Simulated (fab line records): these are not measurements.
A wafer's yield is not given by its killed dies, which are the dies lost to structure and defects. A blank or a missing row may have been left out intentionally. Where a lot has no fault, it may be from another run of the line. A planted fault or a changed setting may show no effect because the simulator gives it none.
fab line records	flow n5_finfet
[record] lots = 9	wafers = 26	last_day = 20
route steps=1938 shown BEOL_M15@1795
lots with no fault: from the same line, run without faults
start_h: hours from the record's opening day to when the first of the lot's shown wafers began	wait_h: how many hours have passed since the lot's step before this one	" the same as in the row above	L1.1+2: several wafers, shown together as one row	- no value present, or no start provided	* or withheld: withheld	< > ~ a bound
route shown NAME@n: NAME is a module with steps in the file, n the number in the route of the first one	usual: the fault-free wafers' mean and standard deviation	same: alike in all rows	chamber/n: place in a boat	sites: readings site by site	_std_site: their standard deviation	_edge_site: the outer-site mean with the inner-site mean subtracted	radius_mm: for every site, how far away it sits from the centre of the wafer	mask NAME#n: copy n	behind: tool/chamber where the wafer was last shaped	hold: what put the lot on hold/how long, in hours/how the hold closed	device: names the non-switching transistor (n, p or np)	end of line: at the end of the route, the tests of the same wafers	for a step that has no rows: nothing shown but its recipe	killed: at the first sort, the dies lost to defects and structure; wafer yield is something else	map: the dies of a wafer, with x for killed, . for not killed, _ for no die there
set.NAME: setting as actually run; set.NAME@STEP: the setting as run at that earlier step	model.NAME: the simulator's own value behind a step, which no gauge read
steps of the route over a sample of lots; a table a step, a row a wafer
services: from which hour (start_h, from the record's first day; less than 0 if before it) a tool's chamber was out of use, for how many hours, and why
[[steps]]
[step N5_BEOL_M15_ETCH_57]
[recipe] chemistry = N2/H2	target = SOC	source_w = 3000	bias_w = 350	time_s = 750	ion_energy_ev = 200	pressure_mtorr = 30	n2_flow_sccm = 200	h2_flow_sccm = 200
[usual] drypump_motor_current_A = 5.7/0.39	oes_product_au = 0.78/0.094	rf_vpp_V = 523.7/2.8	showerhead_plenum_p_Torr = 2.54/0.098	throttle_valve_pct = 17.90/0.23
lot.wafer	tool	chamber	start_h	wait_h	drypump_motor_current_A	oes_product_au	rf_hours_counter_h	rf_vpp_V	showerhead_plenum_p_Torr	throttle_valve_pct
L430.2	rie_diel-02	3	317.17	-	5.9	0.71	213	520.4	2.42	17.88
L430.3	"	1	"	"	5.6	0.72	194	520.5	2.42	18.10
L430.4	"	2	"	"	6.1	0.83	98	521.7	2.46	17.81
L433.1	rie_diel-03	3	326.47	-	5.5	0.68	219	526.8	2.62	17.97
L433.3	"	0	"	"	5.9	0.77	139	527.0	2.66	18.00
L433.5	"	3	"	"	5.5	0.68	-	525.7	2.62	17.98
L435.5	rie_diel-02	2	347.23	-	6.1	0.82	-	521.6	2.46	17.85
L435.6	"	3	"	"	5.9	0.69	-	519.7	2.41	17.91
L442.2	rie_diel-03	3	376.48	-	5.5	0.68	228	525.9	2.62	17.99
L442.3	"	0	"	"	5.9	0.77	148	526.3	2.65	18.01
L442.5	"	3	"	"	5.5	0.68	-	526.3	2.62	17.98
L447.1	rie_diel-03	3	415.07	-	5.5	0.67	237	526.7	2.61	18.00
L447.2	"	2	"	"	5.7	0.94	7	529.4	2.72	17.50
L447.5	"	2	"	"	5.7	0.94	-	528.0	2.72	17.53
L451.1	rie_diel-02	1	437.72	-	5.6	0.69	229	519.3	2.41	18.16
L451.2	"	0	"	"	4.8	0.85	73	524.9	2.57	17.78
L451.3	"	2	"	"	6.1	0.77	141	521.7	2.44	17.90
L450.1	rie_diel-02	0	441.07	-	4.8	0.85	75	525.1	2.57	17.80
L450.2	"	2	"	"	6.1	0.77	143	520.3	2.44	17.90
L450.4	"	1	"	"	5.6	0.69	231	519.6	2.41	18.15
L452.4	rie_diel-05	1	451.39	-	5.4	0.81	123	523.5	2.56	17.68
L452.5	"	2	"	"	6.2	0.82	-	521.0	2.46	17.76
L452.6	"	3	"	"	6.3	0.70	-	523.2	2.50	18.17
L449.1	rie_diel-03	2	461.39	-	5.7	0.90	20	528.6	2.72	17.53
L449.4	"	3	"	"	5.4	0.66	250	524.9	2.61	18.01
L449.5	"	3	"	"	5.4	0.66	-	525.3	2.61	18.04
[step N5_BEOL_M15_DESCUM_33]
[recipe] chemistry = O2	time_s = 7.9	source_power_w = 50	bias_power_w = 20	pressure_mtorr = 20	rf_frequency_hz = 2.712e+07	temp_c = 40	o2_flow_sccm = 225
[usual] drypump_motor_current_A = 5.7/0.38	oes_product_au = 0.76/0.079	rf_vpp_V = 242.9/1.5	showerhead_plenum_p_Torr = 2.09/0.075	throttle_valve_pct = 20.56/0.18
lot.wafer	tool	chamber	start_h	wait_h	drypump_motor_current_A	oes_product_au	rf_hours_counter_h	rf_vpp_V	showerhead_plenum_p_Torr	throttle_valve_pct
L430.2	rie_diel-03	3	318.03	0.0	5.5	0.68	214	243.6	2.16	20.64
L430.3	"	0	"	"	5.9	0.77	134	244.9	2.17	20.45
L430.4	"	2	"	"	5.7	0.67	-	241.2	1.98	20.59
L433.1	rie_diel-02	1	327.57	0.3	5.6	0.72	199	241.1	1.99	20.76
L433.3	"	3	"	"	5.9	0.70	218	240.6	1.99	20.44
L433.5	"	3	"	"	5.9	0.70	-	242.1	1.99	20.44
L435.5	rie_diel-02	3	349.17	1.2	5.9	0.69	-	239.7	1.99	20.45
L435.6	"	2	"	"	6.1	0.81	-	242.4	2.03	20.52
L442.2	rie_diel-03	1	377.34	0.0	5.8	0.69	228	242.1	2.06	20.80
L442.3	"	3	"	"	5.5	0.67	228	243.8	2.16	20.66
L442.5	"	0	"	"	5.9	0.75	-	244.4	2.17	20.48
L447.1	rie_diel-02	0	416.08	0.1	4.8	0.87	65	244.7	2.13	20.48
L447.2	"	1	"	"	5.6	0.71	221	241.1	1.99	20.80
L447.5	"	0	"	"	4.8	0.86	-	242.8	2.13	20.49
L451.1	rie_diel-05	3	438.80	0.1	6.3	0.70	227	240.9	2.06	20.81
L451.2	"	1	"	"	5.3	0.79	119	243.2	2.11	20.32
L451.3	"	3	"	"	6.3	0.70	-	241.9	2.06	20.82
L450.1	rie_diel-05	1	442.06	0.0	5.3	0.80	120	243.5	2.11	20.31
L450.2	"	2	"	"	6.2	0.83	85	241.9	2.02	20.47
L450.4	"	0	"	"	5.8	0.91	29	243.3	2.05	20.08
L452.4	rie_diel-03	1	452.42	0.1	5.8	0.69	246	242.3	2.06	20.82
L452.5	"	1	"	"	5.7	0.68	-	243.0	2.06	20.82
L452.6	"	0	"	"	5.9	0.75	-	243.8	2.16	20.49
L449.1	rie_diel-03	1	462.54	0.3	5.8	0.67	249	242.3	2.05	20.83
L449.4	"	1	"	"	5.7	0.67	-	241.2	2.05	20.82
L449.5	"	0	"	"	6.0	0.73	-	244.1	2.16	20.51
[step N5_BEOL_M15_STRIP_37]
[recipe] chemistry = O2	power_w = 600	temp_c = 60	pressure_mtorr = 30	rf_frequency_hz = 6e+07	bias_power_w = 0	overash_fraction = 0.3	o2_flow_sccm = 225
[usual] drypump_motor_current_A = 5.7/0.43	oes_product_au = 0.77/0.085	rf_vpp_V = 3.6/0.64	showerhead_plenum_p_Torr = 2.08/0.076	throttle_valve_pct = 16.79/0.19
lot.wafer	tool	chamber	start_h	wait_h	drypump_motor_current_A	oes_product_au	rf_hours_counter_h	rf_vpp_V	showerhead_plenum_p_Torr	throttle_valve_pct
L430.2	rie_diel-02	2	-	-	6.0	0.82	98	3.8	2.03	16.73
L430.3	"	1	"	"	5.6	0.72	195	4.7	2.00	16.99
L430.4	"	3	"	"	5.9	0.70	214	3.8	2.00	16.71
L433.1	rie_diel-02	2	-	-	6.0	0.82	101	4.4	2.03	16.74
L433.3	"	3	"	"	5.9	0.70	219	2.3	2.00	16.72
L433.5	"	1	"	"	5.6	0.71	-	3.2	2.00	17.00
L435.5	rie_diel-02	2	-	-	6.1	0.80	-	3.3	2.03	16.76
L435.6	"	3	"	"	5.9	0.70	-	4.8	1.99	16.73
L442.2	rie_diel-03	3	-	-	5.5	0.68	229	4.0	2.16	16.92
L442.3	"	0	"	"	5.9	0.76	149	2.5	2.17	16.73
L442.5	"	3	"	"	5.4	0.68	-	3.2	2.16	16.92
L447.1	rie_diel-05	1	-	-	5.4	0.80	112	3.4	2.11	16.53
L447.2	"	3	"	"	6.4	0.71	221	3.5	2.06	17.06
L447.5	"	3	"	"	6.4	0.71	-	3.9	2.06	17.07
L451.1	rie_diel-02	2	-	-	6.0	0.77	143	4.0	2.02	16.83
L451.2	"	0	"	"	4.8	0.84	75	4.3	2.13	16.74
L451.3	"	1	"	"	5.6	0.69	231	3.5	1.99	17.06
L450.1	rie_diel-03	1	-	-	5.8	0.69	244	4.6	2.06	17.09
L450.2	"	2	"	"	5.7	0.91	15	2.5	2.24	16.46
L450.4	"	3	"	"	5.5	0.66	245	3.8	2.15	16.95
L452.4	rie_diel-03	1	-	-	5.8	0.68	246	3.3	2.06	17.07
L452.5	"	1	"	"	5.8	0.68	-	3.6	2.06	17.07
L452.6	"	2	"	"	5.7	0.91	-	3.2	2.24	16.45
L449.1	rie_diel-02	3	-	-	5.9	0.95	6	3.1	2.25	16.34
L449.4	"	0	"	"	4.8	0.83	81	3.9	2.13	16.72
L449.5	"	0	"	"	4.8	0.84	-	3.9	2.13	16.74
[step N5_BEOL_M15_SPUTTER_44]
[recipe] material = Ta	target_thk_a = 150	temp_c = 50	bias_v = 80	power_w = 15000	chamber_pressure_pa = 0.07	time_s = 24.19
[usual] bias_v = 80.1/0.79	throttle_valve_pct = 29.6/1
lot.wafer	tool	chamber	start_h	wait_h	bias_v	throttle_valve_pct
L430.2	pvd_sputter-01	-	319.41	0.0	79.9	29.0
L430.3	"	-	"	"	81.0	31.0
L430.4	"	-	"	"	81.7	30.0
L433.1	pvd_sputter-03	-	330.19	0.0	80.1	28.9
L433.3	"	-	"	"	80.6	27.7
L433.5	"	-	"	"	80.5	29.4
L435.5	pvd_sputter-01	-	350.91	0.0	79.5	28.3
L435.6	"	-	"	"	80.0	29.7
L442.2	pvd_sputter-01	-	380.21	0.0	80.3	30.0
L442.3	"	-	"	"	81.1	31.0
L442.5	"	-	"	"	80.7	28.6
L447.1	pvd_sputter-02	-	419.67	0.0	78.6	29.9
L447.2	"	-	"	"	80.1	28.7
L447.5	"	-	"	"	79.8	28.5
L451.1	pvd_sputter-01	-	443.60	0.0	80.5	31.0
L451.2	"	-	"	"	80.0	29.9
L451.3	"	-	"	"	80.3	29.0
L450.1	pvd_sputter-02	-	444.03	0.0	80.7	30.1
L450.2	"	-	"	"	82.8	28.5
L450.4	"	-	"	"	81.4	31.4
L452.4	pvd_sputter-02	-	453.23	0.0	79.9	31.1
L452.5	"	-	"	"	79.4	29.7
L452.6	"	-	"	"	78.8	30.3
L449.1	pvd_sputter-02	-	463.72	0.0	81.3	29.8
L449.4	"	-	"	"	79.6	31.3
L449.5	"	-	"	"	79.6	30.2
[step N5_BEOL_M15_CMP_49]
[recipe] stop_on = SiO2	t_overpolish_s = 4.9	down_force_psi = 2	platen_rpm = 80	clearing_platen_down_force_psi = 2	clearing_platen_rpm = 80	post_cmp_clean = cu_alkaline	target_thk_nm = 850	clearing_platen_pad_velocity_m_s = 1.5917	pad_velocity_m_s = 1.5917
[usual] barrier_field_endpoint_s = 11.32/0.21	clearing_platen_rpm = 80.00/0.039	motor_current_A = 8.4/1.1	retaining_ring_pressure_frac = 1.000/0.0051	slurry_flow_ml_min = 149.9/0.5
lot.wafer	tool	chamber	start_h	wait_h	barrier_field_endpoint_s	clearing_platen_rpm	motor_current_A	retaining_ring_pressure_frac	slurry_flow_ml_min
L430.3	cmp-03	1	320.18	0.2	11.27	80.06	11.5	1.009	149.6
L430.2	"	2	"	"	11.26	80.07	8.3	0.995	149.8
L430.4	"	3	"	"	11.08	80.04	9.0	0.996	150.1
L433.3	cmp-01	0	330.92	0.2	11.53	80.06	7.9	1.005	150.2
L433.1	"	3	"	"	11.64	79.92	7.5	1.000	148.9
L433.5	"	0	"	"	11.29	80.02	8.1	0.984	150.3
L435.6	cmp-03	2	351.76	0.2	11.56	80.05	8.1	0.993	150.8
L435.5	"	3	"	"	9.92	80.01	9.6	1.004	150.2
L442.3	cmp-01	2	381.96	0.2	9.75	80.02	8.8	1.004	149.6
L442.2	"	3	"	"	11.51	79.96	7.3	1.006	150.2
L442.5	"	2	"	"	9.88	79.98	8.5	1.008	150.2
L447.1	cmp-03	3	420.59	0.3	11.19	79.92	9.3	0.998	150.1
L447.2	"	0	"	"	11.39	80.02	8.3	1.004	149.8
L447.5	"	1	"	"	11.01	79.97	11.5	0.997	149.9
L451.3	cmp-02	2	444.40	0.2	11.46	79.97	8.3	1.002	149.2
L451.2	"	3	"	"	11.26	79.98	7.6	0.997	149.8
L451.1	"	1	"	"	11.12	80.02	7.9	1.002	150.2
L450.4	cmp-01	2	444.77	0.1	11.57	79.96	8.2	0.992	150.0
L450.1	"	3	"	"	11.58	80.04	7.5	1.002	150.4
L450.2	"	1	"	"	11.27	79.98	8.8	1.005	149.5
L452.4	cmp-01	0	454.00	0.1	11.94	79.96	7.8	0.996	149.8
L452.6	"	0	"	"	11.26	79.99	7.9	0.992	149.9
L452.5	"	1	"	"	11.24	80.01	9.3	0.999	150.6
L449.1	cmp-02	2	464.84	0.3	11.38	79.98	8.0	1.000	150.2
L449.4	"	1	"	"	11.60	80.00	8.0	0.990	149.7
L449.5	"	2	"	"	11.29	79.96	7.8	1.008	149.9
[[services]]
tool	chamber	start_h	hours	kind
rie_diel-02	0	294.77	12.3	repair
cmp-02	-	312.09	4.0	pm
rie_diel-03	1	312.30	15.5	repair
rie_diel-05	3	315.21	3.1	repair
rie_diel-02	2	322.19	4.5	repair
rie_diel-03	-	327.21	28.1	pm
rie_diel-05	-	329.22	0.3	repair
rie_diel-02	-	332.96	1.8	repair
rie_diel-02	0	350.85	2.9	repair
cmp-02	-	358.42	7.3	pm
rie_diel-02	-	368.45	4.3	pm
rie_diel-03	-	374.24	1.1	repair
cmp-01	-	376.04	0.6	repair
rie_diel-05	3	381.29	7.0	repair
cmp-02	-	385.38	0.5	repair
cmp-01	-	389.82	1.8	repair
rie_diel-03	-	408.89	2.8	pm
rie_diel-02	-	412.46	0.3	repair
cmp-01	-	417.31	1.3	repair
cmp-02	-	423.25	2.1	repair
rie_diel-05	2	431.49	8.2	repair
rie_diel-05	0	434.83	5.0	repair
cmp-03	-	440.34	6.3	pm
pvd_sputter-02	-	444.70	7.5	repair
[[key]]
[first_sign] step = N5_BEOL_M15_CMP_49	reading = barrier_field_endpoint_s	direction = down	sigmas = 7.1	usual = 11.32	struck = 9.85
effect none on later readings
met_at N5_BEOL_M15_SPUTTER_44
struck_lots L435,L442
struck_wafers L435.5,L442.3,L442.5
not_acting_at N5_BEOL_M15_ETCH_57,N5_BEOL_M15_DESCUM_33,N5_BEOL_M15_STRIP_37
onset_between 319.41 350.91
[fault] kind = process_parameter_drift	tool = pvd_sputter-01	chamber = -	onset_h = 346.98	steps = N5_BEOL_M15_SPUTTER_44	channel = time_s	offset = *	shape = step	end_h = 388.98	scope = struck_wafers_only	acts_in = *	stated = *
